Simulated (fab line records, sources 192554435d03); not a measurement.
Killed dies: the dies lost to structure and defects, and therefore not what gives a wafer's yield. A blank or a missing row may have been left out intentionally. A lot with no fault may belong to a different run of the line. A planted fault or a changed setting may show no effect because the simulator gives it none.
fab line records	flow n5_finfet	part 2 of 2: steps 5 to 6 of 6
record lots=24	wafers=72	last_day=19
route steps=1938 shown FIN_SAQP@116
lots untouched by any fault: they come from a run of this same line in which no faults occurred
start_h: hours from the record's first day to the start of the lot's first wafer shown	wait_h: hours from the lot's prior step to this one	" same as the row above	L1.1+2: several wafers, shown together as one row	- no value, or no start was given	* or withheld: withheld	< > ~ a bound
route shown NAME@n: names a module that has steps shown in the file, with the first one's number in the route	usual: mean/standard deviation taken from wafers without a fault	same: alike in all rows	chamber/n: place in a boat	sites: each site's reading	_std_site: their standard deviation	_edge_site: outer sites' mean less inner sites'	radius_mm: for every site, how far away it sits from the centre of the wafer	mask NAME#n: copy n	behind: tool/chamber where the wafer was last shaped	hold: what put the lot on hold/how long, in hours/how the hold closed	device: which transistor (n, p or np) failed to switch	end of line: the same wafers' tests at the end of the route	a step given without rows: its recipe and nothing more	killed: dies lost to structure and defects at the first sort, not the wafer's yield	map: dies across one wafer; x = killed, . = not, _ = none there
set.NAME: the setting as run; set.NAME@STEP: as run at that earlier step	model.NAME: the simulator's own value behind a step, which no gauge read
a sample of lots followed through the steps of the route, with each step as a table and each wafer as a row
services: the hour from which a tool's chamber was out of use, counted from the record's first day as start_h (under 0 if before that day), plus the number of hours and why
## steps
# step N5_FIN_SAQP_STRIP_70
# recipe chemistry=N2/H2	power_w=500	temp_c=40	pressure_mtorr=50	rf_frequency_hz=6e+07	overash_fraction=0.3	bias_power_w=28	h2_frac=0.5	n2_flow_sccm=300	h2_flow_sccm=300
# usual drypump_motor_current_A=6.0/0.42	oes_product_au=0.82/0.1	rf_fwd_power_W=494.6/2.1	rf_vpp_V=121.7/0.99	showerhead_plenum_p_Torr=3.34/0.12	throttle_valve_pct=18.9/0.33
lot.wafer	tool	chamber	start_h	wait_h	drypump_motor_current_A	oes_product_au	rf_fwd_power_W	rf_hours_counter_h	rf_vpp_V	showerhead_plenum_p_Torr	throttle_valve_pct
L074.1	rie_diel-03	3	25.74	0.0	5.4	0.66	492.3	248	120.2	3.18	18.9
L074.3	"	0	"	"	5.7	0.74	492.6	178	120.6	3.19	19.1
L074.5	"	2	"	"	5.1	0.76	491.3	-	121.1	3.39	19.5
L075.2	rie_diel-04	3	33.85	0.0	5.3	0.67	497.0	249	121.0	3.29	18.6
L075.4	"	0	"	"	6.3	0.69	493.3	231	120.8	3.30	18.8
L075.5	"	3	"	"	5.3	0.67	498.5	-	122.6	3.29	18.6
L076.3	rie_diel-04	0	37.39	0.0	6.3	0.69	489.3	233	121.7	3.30	18.9
L076.4	"	2	"	"	6.3	0.73	498.5	-	120.7	3.21	19.0
L076.6	"	0	"	"	6.3	0.69	490.4	-	122.0	3.30	18.9
L077.2	rie_diel-03	0	43.04	0.0	5.7	0.74	496.6	186	121.6	3.19	19.1
L077.4	"	2	"	"	5.1	0.75	489.8	-	121.8	3.39	19.5
L077.5	"	0	"	"	5.7	0.74	496.3	-	121.4	3.19	19.1
L078.1	rie_diel-03	2	48.47	0.0	5.1	0.75	494.0	144	122.0	3.38	19.6
L078.3	"	1	"	"	5.9	0.97	493.8	5	121.9	3.42	18.7
L078.5	"	1	"	"	5.9	0.96	491.1	-	120.6	3.42	18.7
L079.1	rie_diel-04	1	55.06	0.0	6.3	0.96	493.3	12	122.3	3.43	18.6
L079.2	"	0	"	"	6.3	0.69	493.4	241	120.7	3.30	18.9
L079.6	"	1	"	"	6.3	0.97	495.4	-	122.0	3.43	18.6
L080.2	rie_diel-02	1	60.84	0.0	6.2	0.70	493.9	225	121.1	3.20	19.1
L080.3	"	0	"	"	6.4	0.78	494.0	132	122.0	3.24	19.2
L080.4	"	1	"	"	6.2	0.70	493.2	-	123.2	3.20	19.1
L081.2	rie_diel-02	0	67.99	0.0	6.4	0.77	492.2	136	122.0	3.24	19.2
L081.3	"	2	"	"	6.0	0.83	494.0	84	123.8	3.53	18.7
L081.5	"	1	"	"	6.2	0.70	496.9	-	121.5	3.20	19.1
L082.2	rie_diel-03	2	72.40	0.0	5.1	0.74	493.5	157	121.2	3.38	19.6
L082.3	"	0	"	"	5.7	0.73	494.0	201	121.5	3.18	19.1
L082.4	"	3	"	"	5.4	0.97	492.2	1	122.9	3.59	18.6
L083.1	rie_diel-04	0	79.15	0.0	6.3	0.67	492.9	249	122.8	3.29	18.9
L083.2	"	1	"	"	6.3	0.95	494.1	20	122.3	3.43	18.7
L083.4	"	2	"	"	6.3	0.73	499.7	179	120.2	3.20	19.1
L084.1	rie_diel-02	1	85.30	0.0	6.2	0.70	494.9	234	121.5	3.20	19.1
L084.2	"	3	"	"	6.4	0.98	493.6	8	123.5	3.45	19.2
L084.4	"	2	"	"	6.0	0.83	494.8	89	123.4	3.52	18.7
L085.2	rie_diel-02	2	92.28	0.0	6.0	0.83	495.4	92	122.3	3.52	18.7
L085.4	"	3	"	"	6.4	0.97	495.1	9	121.5	3.45	19.2
L085.6	"	1	"	"	6.2	0.69	494.4	-	121.1	3.20	19.1
L086.3	rie_diel-02	0	101.12	0.0	6.4	0.76	495.4	147	118.9	3.24	19.2
L086.4	"	2	"	"	6.0	0.83	497.2	95	123.8	3.52	18.7
L086.5	"	0	"	"	6.4	0.75	495.6	-	122.6	3.24	19.2
L087.1	rie_diel-02	0	105.05	0.0	6.4	0.75	495.9	148	119.5	3.24	19.2
L087.2	"	3	"	"	6.4	0.95	494.2	14	122.1	3.45	19.2
L087.3	"	1	"	"	6.2	0.69	494.3	242	121.9	3.19	19.1
L088.2	rie_diel-03	1	109.54	0.0	5.9	0.90	495.5	26	123.2	3.41	18.7
L088.3	"	3	"	"	5.4	0.91	492.8	-	122.1	3.58	18.6
L088.5	"	3	"	"	5.4	0.90	493.4	-	122.9	3.58	18.6
L089.3	rie_diel-03	2	114.83	0.0	5.1	0.74	493.5	170	122.6	3.37	19.6
L089.5	"	1	"	"	5.9	0.90	492.0	-	120.2	3.40	18.7
L089.6	"	2	"	"	5.1	0.73	493.7	-	121.9	3.37	19.6
L090.1	rie_diel-04	3	121.09	0.0	5.4	0.90	494.0	24	120.7	3.28	18.2
L090.3	"	2	"	"	6.3	0.71	497.7	197	122.1	3.19	19.1
L090.6	"	1	"	"	6.3	0.91	495.5	-	123.1	3.42	18.7
L091.1	rie_diel-04	2	126.71	0.0	6.3	0.71	496.9	199	121.7	3.19	19.1
L091.2	"	1	"	"	6.3	0.91	493.7	37	123.0	3.42	18.7
L091.3	"	0	"	"	6.3	0.96	492.5	8	122.2	3.29	18.5
L092.2	rie_diel-04	0	132.90	0.0	6.3	0.96	493.6	9	120.8	3.29	18.5
L092.4	"	2	"	"	6.3	0.71	497.3	201	120.7	3.19	19.1
L092.6	"	0	"	"	6.3	0.96	494.6	-	122.6	3.29	18.4
L093.2	rie_diel-02	3	139.86	0.0	6.3	0.92	493.9	27	122.2	3.44	19.3
L093.3	"	0	"	"	6.4	0.74	494.4	160	120.9	3.23	19.2
L093.6	"	2	"	"	6.0	0.81	495.9	-	123.3	3.51	18.7
L094.3	rie_diel-02	1	146.28	0.0	6.2	0.96	493.6	1	122.2	3.59	18.7
L094.4	"	0	"	"	6.4	0.74	494.9	164	122.0	3.23	19.3
L094.5	"	3	"	"	6.3	0.91	493.8	-	121.6	3.44	19.2
L095.2	rie_diel-04	0	152.19	0.0	6.3	0.94	496.1	16	122.0	3.28	18.5
L095.5	"	1	"	"	6.3	0.89	494.9	-	121.6	3.42	18.7
L095.6	"	2	"	"	6.3	0.71	495.2	-	119.9	3.19	19.1
L096.1	rie_diel-03	2	157.11	0.0	5.1	0.71	493.2	185	120.6	3.36	19.6
L096.4	"	1	"	"	5.9	0.87	495.2	43	121.7	3.40	18.8
L096.5	"	2	"	"	5.1	0.72	492.2	-	121.9	3.36	19.6
L097.1	rie_diel-02	3	168.05	0.0	6.4	0.89	495.6	40	122.4	3.44	19.2
L097.3	"	0	"	"	6.4	0.74	492.1	174	121.7	3.22	19.3
L097.6	"	3	"	"	6.4	0.90	493.0	-	121.3	3.44	19.2
# step N5_FIN_SAQP_CD_MEAS_37
# recipe target_cd_nm=8	polarity=line
# usual cd_nm=8.07/0.24
lot.wafer	tool	chamber	start_h	wait_h	cd_nm
L074.1	cd_sem-01	-	26.92	0.1	8.16
L074.3	"	-	"	"	8.21
L074.5	"	-	"	"	8.34
L075.2	cd_sem-02	-	36.71	0.1	7.93
L075.4	"	-	"	"	8.24
L075.5	"	-	"	"	7.83
L076.3	cd_sem-03	-	39.12	0.1	8.07
L076.4	"	-	"	"	8.05
L076.6	"	-	"	"	7.93
L077.2	cd_sem-01	-	44.38	0.1	8.03
L077.4	"	-	"	"	7.91
L077.5	"	-	"	"	8.32
L078.1	cd_sem-02	-	49.65	0.1	7.84
L078.3	"	-	"	"	8.23
L078.5	"	-	"	"	7.83
L079.1	cd_sem-03	-	56.33	0.1	7.90
L079.2	"	-	"	"	7.97
L079.6	"	-	"	"	8.32
L080.2	cd_sem-01	-	62.03	0.1	7.96
L080.3	"	-	"	"	8.60
L080.4	"	-	"	"	7.88
L081.2	cd_sem-03	-	69.36	0.1	8.07
L081.3	"	-	"	"	8.05
L081.5	"	-	"	"	8.14
L082.2	cd_sem-01	-	73.72	0.1	7.38
L082.3	"	-	"	"	7.82
L082.4	"	-	"	"	8.31
L083.1	cd_sem-02	-	80.33	0.1	8.38
L083.2	"	-	"	"	8.23
L083.4	"	-	"	"	7.78
L084.1	cd_sem-03	-	86.48	0.1	8.40
L084.2	"	-	"	"	8.01
L084.4	"	-	"	"	7.59
L085.2	cd_sem-01	-	95.48	0.1	7.98
L085.4	"	-	"	"	8.15
L085.6	"	-	"	"	8.41
L086.3	cd_sem-01	-	102.42	0.1	8.48
L086.4	"	-	"	"	8.21
L086.5	"	-	"	"	8.10
L087.1	cd_sem-01	-	106.24	0.1	8.18
L087.2	"	-	"	"	8.14
L087.3	"	-	"	"	7.96
L088.2	cd_sem-01	-	111.10	0.1	8.08
L088.3	"	-	"	"	8.33
L088.5	"	-	"	"	7.90
L089.3	cd_sem-01	-	116.32	0.1	7.86
L089.5	"	-	"	"	8.07
L089.6	"	-	"	"	7.88
L090.1	cd_sem-02	-	122.30	0.1	8.37
L090.3	"	-	"	"	7.74
L090.6	"	-	"	"	7.85
L091.1	cd_sem-02	-	127.89	0.1	8.16
L091.2	"	-	"	"	8.18
L091.3	"	-	"	"	8.23
L092.2	cd_sem-01	-	134.09	0.1	8.24
L092.4	"	-	"	"	8.12
L092.6	"	-	"	"	8.65
L093.2	cd_sem-02	-	141.10	0.1	8.14
L093.3	"	-	"	"	8.16
L093.6	"	-	"	"	8.26
L094.3	cd_sem-02	-	147.46	0.1	7.60
L094.4	"	-	"	"	8.67
L094.5	"	-	"	"	8.47
L095.2	cd_sem-01	-	153.43	0.1	7.82
L095.5	"	-	"	"	7.97
L095.6	"	-	"	"	8.13
L096.1	cd_sem-03	-	158.54	0.1	8.16
L096.4	"	-	"	"	8.11
L096.5	"	-	"	"	7.70
L097.1	cd_sem-02	-	169.66	0.1	8.16
L097.3	"	-	"	"	7.66
L097.6	"	-	"	"	8.22
## services
tool	chamber	start_h	hours	kind
rie_diel-04	-	12.86	0.4	repair
rie_diel-03	1	21.50	-	clean
rie_diel-03	1	21.50	-	consumable_replace:focus_ring
rie_diel-03	1	21.50	17.3	scheduled_down
rie_diel-03	1	21.50	17.3	vent_cycle
rie_diel-04	-	24.08	0.3	repair
rie_diel-03	3	38.80	-	clean
rie_diel-03	3	38.80	-	consumable_replace:focus_ring
rie_diel-03	3	38.80	-	consumable_replace:showerhead
rie_diel-03	3	38.80	32.4	scheduled_down
rie_diel-03	3	38.80	32.4	vent_cycle
vapor_etch-01	-	45.21	0.3	repair
rie_diel-03	1	50.89	8.8	repair
rie_diel-02	3	52.36	-	clean
rie_diel-02	3	52.36	-	consumable_replace:focus_ring
vapor_etch-02	1	95.42	14.7	repair
rie_diel-04	1	98.25	7.9	repair
rie_diel-04	-	101.94	0.2	repair
rie_diel-03	2	103.38	6.4	repair
rie_diel-03	0	107.48	11.9	repair
rie_diel-04	0	111.02	1.2	repair
rie_diel-02	1	132.22	-	clean
rie_diel-02	1	132.22	-	consumable_replace:focus_ring
rie_diel-02	1	162.01	21.4	repair
